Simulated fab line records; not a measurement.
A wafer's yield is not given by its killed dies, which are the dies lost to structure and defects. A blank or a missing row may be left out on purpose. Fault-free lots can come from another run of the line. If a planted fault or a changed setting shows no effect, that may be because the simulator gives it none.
fab line records | flow n5-finfet
record lots=7 wafers=39
route steps=1938 shown HKMG_FIN@395 GATE_CUT@500 MOL_CONTACT_COAG@531
start-h: hours from the record's opening day to when the first of the lot's shown wafers began | wait-h: hours elapsed since this lot's preceding step | " as in the row above | L1.1+2: a row that stands for several wafers | - no value, or no start was given | * or withheld: withheld | < > ~ a bound
route shown NAME@n: names a module that has steps shown in the file, with the first one's number in the route | usual: mean/standard deviation of fault-free wafers | same: alike in all rows | chamber/n: place in a boat | sites: each site's reading | _std_site: the standard deviation of these | _edge_site: the outer-site mean with the inner-site mean subtracted | radius-mm: for every site, how far away it sits from the centre of the wafer | mask NAME#n: copy n | behind: the tool/chamber that last shaped the wafer | hold: reason for holding the lot/hours on hold/outcome of the hold | device: names the non-switching transistor (n, p or np) | end of line: at the end of the route, the tests of the same wafers | a step with no rows: only its recipe | killed: dies lost to structure and defects at the first sort, not the wafer's yield | map: per-die view of a wafer (x killed, . not killed, _ where there is no die)
set.NAME: the setting the step ran with; set.NAME@STEP: the setting that earlier step ran with | model.NAME: the simulator's own value behind a step, which no gauge read
one table per step and one row per wafer, for lots whose settings were changed on purpose
## steps
# step N5_HKMG_FIN_EXPOSE_46
# recipe mask-id=NDIPOLE na=1.35 source-shape=conventional sigma-outer=0.8 polarization=unpolarized dose-mj=40
# columns lot.wafer tool chamber start-h wait-h mask set.dose-mj
L074.1+2+3+4+5+6 arfi-scanner-01 0 77.53 - NDIPOLE#0 40
L075.1+3+6 arfi-scanner-02 0 81.30 - NDIPOLE#0 41.37
L075.2+4+5 " 0 " " NDIPOLE#0 40
L078.1+2+3+4+5+6 arfi-scanner-01 0 100.13 - NDIPOLE#0 40
L082.1+4+5 arfi-scanner-03 0 123.10 - NDIPOLE#0 42.79
L082.2+3+6 " 0 " " NDIPOLE#0 40
L091.1+2+6 arfi-scanner-01 0 177.57 - NDIPOLE#0 40
L094.1+2+6 arfi-scanner-01 0 191.21 - NDIPOLE#0 38.9
L094.3+4+5 " 0 " " NDIPOLE#0 40
L095.1+2+5 arfi-scanner-03 0 198.57 - NDIPOLE#0 39.06
L095.3+4+6 " 0 " " NDIPOLE#0 40
# step N5_HKMG_FIN_PEB_47
# recipe peb-temp-c=withheld peb-time-s=60 resist=CAR-ArF
# step N5_HKMG_FIN_DEVELOP_48
# recipe develop-time-s=30 developer=TMAH resist=CAR-ArF rinse-liquid=diw dry=air-spin dev-temp-c=23
# step N5_HKMG_FIN_CD_MEAS_49
# recipe target-cd-nm=202 landing-energy-ev=500 detector=se-inlens polarity=opening
# usual cd-nm=202.3/0.67
# columns lot.wafer tool chamber start-h wait-h set.dose-mj@HKMG_FIN_EXPOSE_46 cd-nm
L074.1 cd-sem-01 0 77.65 - 40 203.0
L074.2 " 0 " " 40 202.6
L074.3 " 0 " " 40 202.9
L074.4 " 0 " " 40 202.6
L074.5 " 0 " " 40 203.0
L074.6 " 0 " " 40 202.9
L075.1 cd-sem-01 0 81.42 - 41.37 204.8
L075.2 " 0 " " 40 203.7
L075.3 " 0 " " 41.37 205.7
L075.4 " 0 " " 40 203.2
L075.5 " 0 " " 40 202.1
L075.6 " 0 " " 41.37 205.0
L078.1 cd-sem-03 0 100.26 - 40 201.4
L078.2 " 0 " " 40 202.3
L078.3 " 0 " " 40 202.3
L078.4 " 0 " " 40 201.8
L078.5 " 0 " " 40 202.7
L078.6 " 0 " " 40 202.8
L082.1 cd-sem-02 0 123.22 - 42.79 205.4
L082.2 " 0 " " 40 201.8
L082.3 " 0 " " 40 201.3
L082.4 " 0 " " 42.79 205.3
L082.5 " 0 " " 42.79 206.7
L082.6 " 0 " " 40 201.3
L091.1 cd-sem-02 0 177.70 - 40 203.5
L091.2 " 0 " " 40 202.8
L091.6 " 0 " " 40 203.2
L094.1 cd-sem-01 0 191.33 - 38.9 199.9
L094.2 " 0 " " 38.9 199.2
L094.3 " 0 " " 40 201.8
L094.4 " 0 " " 40 202.5
L094.5 " 0 " " 40 201.6
L094.6 " 0 " " 38.9 200.4
L095.1 cd-sem-02 0 198.69 - 39.06 201.4
L095.2 " 0 " " 39.06 201.2
L095.3 " 0 " " 40 202.4
L095.4 " 0 " " 40 202.6
L095.5 " 0 " " 39.06 201.5
L095.6 " 0 " " 40 202.4
# step N5_HKMG_FIN_EXPOSE_09
# recipe mask-id=NWFM na=1.35 source-shape=conventional sigma-outer=0.8 polarization=unpolarized target-cd-nm=98 dose-mj=39.25
# columns lot.wafer tool chamber start-h wait-h mask set.dose-mj
L074.1+5+6 arfi-scanner-01 0 81.02 - NWFM#0 39.25
L074.2+3+4 " 0 " " NWFM#0 36.82
L075.1+2+3+4+5+6 arfi-scanner-02 0 84.87 - NWFM#0 39.25
L078.1+5+6 arfi-scanner-03 0 103.38 - NWFM#0 38.17
L078.2+3+4 " 0 " " NWFM#0 39.25
L082.1+2+3+4+5+6 arfi-scanner-03 0 127.64 - NWFM#0 39.25
L091.1+2+6 arfi-scanner-02 0 180.91 - NWFM#0 39.25
L094.1+4+6 arfi-scanner-01 0 194.59 - NWFM#0 40.87
L094.2+3+5 " 0 " " NWFM#0 39.25
L095.1+2+3 arfi-scanner-02 0 202.17 - NWFM#0 40.32
L095.4+5+6 " 0 " " NWFM#0 39.25
# step N5_HKMG_FIN_PEB_10
# recipe peb-temp-c=withheld peb-time-s=60 resist=CAR-ArF
# step N5_HKMG_FIN_DEVELOP_11
# recipe develop-time-s=30 developer=TMAH resist=CAR-ArF dev-temp-c=23 rinse-liquid=diw dry=air-spin
# step N5_HKMG_FIN_CD_MEAS_12
# recipe target-cd-nm=92.8 landing-energy-ev=500 detector=se-inlens
# usual cd-nm=93.4/0.74
# columns lot.wafer tool chamber start-h wait-h set.dose-mj@HKMG_FIN_EXPOSE_09 cd-nm
L074.1 cd-sem-02 0 81.14 - 39.25 93.8
L074.2 " 0 " " 36.82 90.1
L074.3 " 0 " " 36.82 89.1
L074.4 " 0 " " 36.82 88.5
L074.5 " 0 " " 39.25 93.4
L074.6 " 0 " " 39.25 93.7
L075.1 cd-sem-01 0 84.99 - 39.25 93.0
L075.2 " 0 " " 39.25 93.3
L075.3 " 0 " " 39.25 92.9
L075.4 " 0 " " 39.25 92.1
L075.5 " 0 " " 39.25 93.2
L075.6 " 0 " " 39.25 92.2
L078.1 cd-sem-02 0 103.50 - 38.17 92.6
L078.2 " 0 " " 39.25 94.3
L078.3 " 0 " " 39.25 94.0
L078.4 " 0 " " 39.25 94.2
L078.5 " 0 " " 38.17 92.3
L078.6 " 0 " " 38.17 92.7
L082.1 cd-sem-02 0 127.76 - 39.25 94.5
L082.2 " 0 " " 39.25 93.5
L082.3 " 0 " " 39.25 94.1
L082.4 " 0 " " 39.25 93.7
L082.5 " 0 " " 39.25 94.2
L082.6 " 0 " " 39.25 94.8
L091.1 cd-sem-01 0 181.03 - 39.25 93.8
L091.2 " 0 " " 39.25 93.7
L091.6 " 0 " " 39.25 94.6
L094.1 cd-sem-03 0 194.71 - 40.87 96.6
L094.2 " 0 " " 39.25 93.1
L094.3 " 0 " " 39.25 94.2
L094.4 " 0 " " 40.87 96.9
L094.5 " 0 " " 39.25 94.2
L094.6 " 0 " " 40.87 96.4
L095.1 cd-sem-03 0 202.29 - 40.32 96.2
L095.2 " 0 " " 40.32 96.0
L095.3 " 0 " " 40.32 95.7
L095.4 " 0 " " 39.25 94.3
L095.5 " 0 " " 39.25 94.9
L095.6 " 0 " " 39.25 94.7
# step N5_HKMG_FIN_DESCUM_17
# recipe chemistry=O2 time-s=7.9 source-power-w=50 bias-power-w=20 pressure-mtorr=20 rf-frequency-hz=2.712e+07 temp-c=40 resist=CAR-ArF o2-flow-sccm=225
# columns lot.wafer tool chamber start-h wait-h set.dose-mj@HKMG_FIN_EXPOSE_09 model.HKMG_FIN.cd-nm
L074.1 rie-diel-06 3 81.23 0.0 39.25 93.6
L074.2 " 2 " " 36.82 90.2
L074.3 " 1 " " 36.82 89.4
L074.4 " 2 " " 36.82 88.8
L074.5 " 3 " " 39.25 93
L074.6 " 1 " " 39.25 93.4
L075.1+3+5 rie-diel-02 3,0,1 85.08 0.0 39.25 92.8
L075.2 " 1 " " 39.25 93.6
L075.4 " 2 " " 39.25 92.4
L075.6 " 2 " " 39.25 92.2
L078.1 rie-diel-01 2 103.59 0.0 38.17 92.4
L078.2 " 0 " " 39.25 94.4
L078.3+4 " 1,3 " " 39.25 94.2
L078.5 " 3 " " 38.17 92.2
L078.6 " 0 " " 38.17 92.6
L082.1+2+3 rie-diel-01 2,0,1 128.87 1.1 39.25 94.2
L082.4 " 3 " " 39.25 93.6
L082.5 " 3 " " 39.25 94.4
L082.6 " 0 " " 39.25 94.8
L091.1 rie-diel-06 1 181.14 0.1 39.25 94
L091.2 " 2 " " 39.25 93.4
L091.6 " 2 " " 39.25 94.2
L094.1 rie-diel-06 3 195.09 0.3 40.87 96.8
L094.2 " 1 " " 39.25 93.4
L094.3 " 0 " " 39.25 94.6
L094.4 " 2 " " 40.87 97
L094.5 " 1 " " 39.25 94.4
L094.6 " 2 " " 40.87 96.2
L095.1 rie-diel-02 3 202.38 0.0 40.32 96.4
L095.2 " 0 " " 40.32 95.8
L095.3 " 2 " " 40.32 95.6
L095.4 " 1 " " 39.25 94
L095.5 " 3 " " 39.25 95
L095.6 " 0 " " 39.25 94.4
# step N5_HKMG_FIN_ALD_21
# recipe material=TiN target-thk-a=15 temp-c=400 ald-precursor-family=TiCl4 ald-co-reactant=NH3 pulse-time-s=1 purge-time-s=3 co-reactant-purge-time-s=2 co-reactant-pulse-time-s=2 ald-cycles=68 pressure-torr=3
# columns lot.wafer tool chamber start-h wait-h set.ald-cycles model.TiN_of_HKMG_FIN_ALD_21.thk-nm
L074.1+5 ald-metal-01 0,2 84.57 0.3 68 1.4
L074.2+3+6 " 3,2,1 " " 61 1.4
L074.4 " 1 " " 68 1.6
L075.1+3+5 ald-metal-01 1,3,2 88.51 0.3 79 1.8
L075.2+4 " 0,2 " " 68 1.6
L075.6 " 1 " " 68 1.4
L078.1+4+5 ald-metal-04 3,2,2 107.44 0.3 68 1.4
L078.2+3+6 " 1,0,1 " " 68 1.6
L082.1+3+5 ald-metal-01 2,1,0 132.24 0.3 79 1.8
L082.2+4+6 " 3,0,1 " " 68 1.4
L091.1+2+6 ald-metal-04 1,2,1 184.29 0.3 68 1.6
L094.1+3+4 ald-metal-01 2,3,0 198.25 0.3 68 1.4
L094.2+5+6 " 1,0,3 " " 58 1.2
L095.1+3+6 ald-metal-01 1,0,0 205.52 0.3 68 1.4
L095.2+4+5 " 3,2,3 " " 75 1.6
# step N5_GATE_CUT_CUT_ETCH_53
# recipe chemistry=SF6/Cl2 target=W mask-material=SiO2 target-depth-a=792 pressure-mtorr=8 icp-w=900 bias-w=80 SF6_flow_sccm=40 Cl2_flow_sccm=60 ends=cleared
# usual etch-rf-on-time-s=26.2/0.58
# columns lot.wafer tool chamber start-h wait-h set.icp-w etch-rf-on-time-s
L074.1 rie-metal-02 0 89.94 0.1 900 26.8
L074.2 " 1 " " 806.3 28.8
L074.3 " 0 " " 900 26.8
L074.4 " 1 " " 806.3 28.8
L074.5 " 1 " " 900 26.1
L074.6 " 0 " " 806.3 29.4
L075.1 rie-metal-03 0 94.14 0.1 900 27.0
L075.2 " 1 " " 900 26.5
L075.3 " 0 " " 768.3 30.9
L075.4 " 1 " " 768.3 30.6
L075.5 " 1 " " 900 26.7
L075.6 " 0 " " 768.3 30.8
L078.1 rie-metal-03 1 112.90 0.1 900 26.7
L078.2 " 0 " " 900 26.6
L078.3 " 1 " " 900 26.6
L078.4 " 0 " " 900 26.7
L078.5 " 1 " " 900 26.3
L078.6 " 0 " " 900 26.7
L082.1 rie-metal-02 1 137.84 0.1 900 26.1
L082.2 " 0 " " 964.3 25.2
L082.3 " 0 " " 900 26.8
L082.4 " 1 " " 900 25.9
L082.5 " 1 " " 964.3 24.5
L082.6 " 0 " " 964.3 25.2
L091.1 rie-metal-02 1 189.96 0.1 900 25.8
L091.2 " 0 " " 900 26.7
L091.6 " 0 " " 900 26.6
L094.1 rie-metal-01 0 203.61 0.1 900 25.2
L094.2 " 1 " " 900 25.7
L094.3 " 0 " " 900 25.2
L094.4 " 1 " " 900 25.8
L094.5 " 0 " " 900 25.2
L094.6 " 1 " " 900 25.7
L095.1 rie-metal-03 0 211.17 0.1 900 26.5
L095.2 " 1 " " 1064 22.8
L095.3 " 1 " " 900 26.4
L095.4 " 0 " " 1064 22.9
L095.5 " 1 " " 900 26.5
L095.6 " 0 " " 1064 23.0
# step N5_MOL_CONTACT_COAG_ETCH_105
# recipe chemistry=CF4 target=SiARC target-depth-a=156 mask-material=CAR-EUV time-s=26 ion-energy-ev=80 pressure-mtorr=40 source-w=545 bias-w=36 Ar_flow_sccm=100 cf4-flow-sccm=100 ends=cleared
# usual rf-vpp-V=184.3/1.2
# columns lot.wafer tool chamber start-h wait-h set.bias-w rf-vpp-V
L074.1 rie-diel-01 1 93.42 0.0 29.96 163.0
L074.2 " 3 " " 36 183.8
L074.3 " 2 " " 29.96 164.6
L074.4 " 0 " " 36 182.8
L074.5 " 3 " " 36 184.3
L074.6 " 0 " " 29.96 163.0
L075.1 rie-diel-06 1 97.69 0.0 33.91 176.7
L075.2 " 2 " " 36 185.9
L075.3 " 0 " " 33.91 178.6
L075.4 " 3 " " 33.91 179.2
L075.5 " 1 " " 36 183.8
L075.6 " 2 " " 36 185.2
L078.1 rie-diel-01 1 116.70 0.0 36 183.6
L078.2 " 0 " " 36 184.3
L078.3 " 2 " " 30.52 164.7
L078.4 " 3 " " 30.52 163.2
L078.5 " 3 " " 30.52 166.2
L078.6 " 2 " " 36 184.3
L082.1 rie-diel-06 2 141.37 0.0 36 185.0
L082.2 " 3 " " 36 185.5
L082.3 " 0 " " 36 184.7
L082.4 " 1 " " 36 184.0
L082.5 " 0 " " 36 185.8
L082.6 " 3 " " 36 185.3
L091.1 rie-diel-02 3 193.40 0.0 36 184.5
L091.2 " 0 " " 36 181.9
L091.6 " 0 " " 36 184.4
L094.1 rie-diel-02 3 207.32 0.0 42.39 202.7
L094.2 " 1 " " 42.39 205.1
L094.3 " 2 " " 36 184.7
L094.4 " 0 " " 36 184.7
L094.5 " 1 " " 42.39 204.7
L094.6 " 2 " " 36 186.1
L095.1 rie-diel-02 3 214.77 0.0 36 182.9
L095.2 " 2 " " 36 186.6
L095.3 " 1 " " 36 186.6
L095.4 " 0 " " 36 183.6
L095.5 " 0 " " 36 186.0
L095.6 " 3 " " 36 184.2
## key
split step=N5_HKMG_FIN_EXPOSE_46 setting=dose-mj stated=40 by=wafer
response step=N5_HKMG_FIN_CD_MEAS_49 reading=cd-nm change=+0.629 per=1% r=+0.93
split step=N5_HKMG_FIN_EXPOSE_09 setting=dose-mj stated=39.25 by=wafer
response step=N5_HKMG_FIN_CD_MEAS_12 reading=cd-nm change=+0.668 per=1% r=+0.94
response step=N5_HKMG_FIN_DESCUM_17 reading=model.HKMG_FIN.cd-nm change=+0.619 per=1% r=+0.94
split step=N5_HKMG_FIN_ALD_21 setting=ald-cycles stated=68 by=wafer
response step=N5_HKMG_FIN_ALD_21 reading=model.TiN_of_HKMG_FIN_ALD_21.thk-nm change=+0.0173 per=1% r=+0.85
split step=N5_GATE_CUT_CUT_ETCH_53 setting=icp-w stated=900 by=wafer
response step=N5_GATE_CUT_CUT_ETCH_53 reading=etch-rf-on-time-s change=* per=1% r=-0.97
split step=N5_MOL_CONTACT_COAG_ETCH_105 setting=bias-w stated=36 by=wafer
response step=N5_MOL_CONTACT_COAG_ETCH_105 reading=rf-vpp-V change=+1.17 per=1% r=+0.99
